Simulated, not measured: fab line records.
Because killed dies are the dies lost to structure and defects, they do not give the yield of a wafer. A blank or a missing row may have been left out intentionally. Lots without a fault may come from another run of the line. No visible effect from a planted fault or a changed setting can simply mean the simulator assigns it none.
Chamber matching || flow nand harc || rie diel-07 running NHARC_THIN_TSV_DESCUM_14: 4 sister chambers
The step chemistry O2, time 3 s. 4 wafers are shown with their chamber, then 9 later ones without.

== WAFERS, EACH WITH ITS CHAMBER ==
{"wafer": "L083.5", "chamber": 1, "showerhead plenum p Torr (Torr)": 1.80}
{"wafer": "L080.2", "chamber": 3, "showerhead plenum p Torr (Torr)": 1.95}
{"wafer": "L080.3", "chamber": 2, "showerhead plenum p Torr (Torr)": 1.87}
{"wafer": "L080.4", "chamber": 0, "showerhead plenum p Torr (Torr)": 2.00}

== WAFERS WHOSE CHAMBER IS MISSING ==
{"wafer": "L082.1", "showerhead plenum p Torr (Torr)": 1.87}
{"wafer": "L082.2", "showerhead plenum p Torr (Torr)": 1.95}
{"wafer": "L082.5", "showerhead plenum p Torr (Torr)": 1.80}
{"wafer": "L092.1", "showerhead plenum p Torr (Torr)": 2.00}
{"wafer": "L092.3", "showerhead plenum p Torr (Torr)": 1.79}
{"wafer": "L092.4", "showerhead plenum p Torr (Torr)": 1.86}
{"wafer": "L096.1", "showerhead plenum p Torr (Torr)": 1.94}
{"wafer": "L096.2", "showerhead plenum p Torr (Torr)": 1.86}
{"wafer": "L096.3", "showerhead plenum p Torr (Torr)": 2.00}

== THE CHAMBER EACH PASSED THROUGH ==
{"wafer": "L082.1", "from the rows above": 2, "in truth": 2}
{"wafer": "L082.2", "from the rows above": 3, "in truth": 3}
{"wafer": "L082.5", "from the rows above": 1, "in truth": 1}
{"wafer": "L092.1", "from the rows above": 0, "in truth": 0}
{"wafer": "L092.3", "from the rows above": 1, "in truth": 1}
{"wafer": "L092.4", "from the rows above": 2, "in truth": 2}
{"wafer": "L096.1", "from the rows above": 3, "in truth": 3}
{"wafer": "L096.2", "from the rows above": 2, "in truth": 2}
{"wafer": "L096.3", "from the rows above": 0, "in truth": 0}
Correct placement for 9 of the 9. Left unplaced by these rows: 0. 0 placed wrongly.
How it was worked out, from the rows above alone: a wafer's distance from a chamber is the root of the sum, over the readings, of the square of ((its reading less the chamber's mean) divided by the reading's scatter). If the next closest chamber is less than 2 further off than the closest, the wafer can't be placed; otherwise it belongs to the closest. For every chamber, the mean is computed from those of its wafers that are shown. The scatter: root of mean squared gap, hidden wafer to nearest shown wafer, with one shown wafer a chamber.
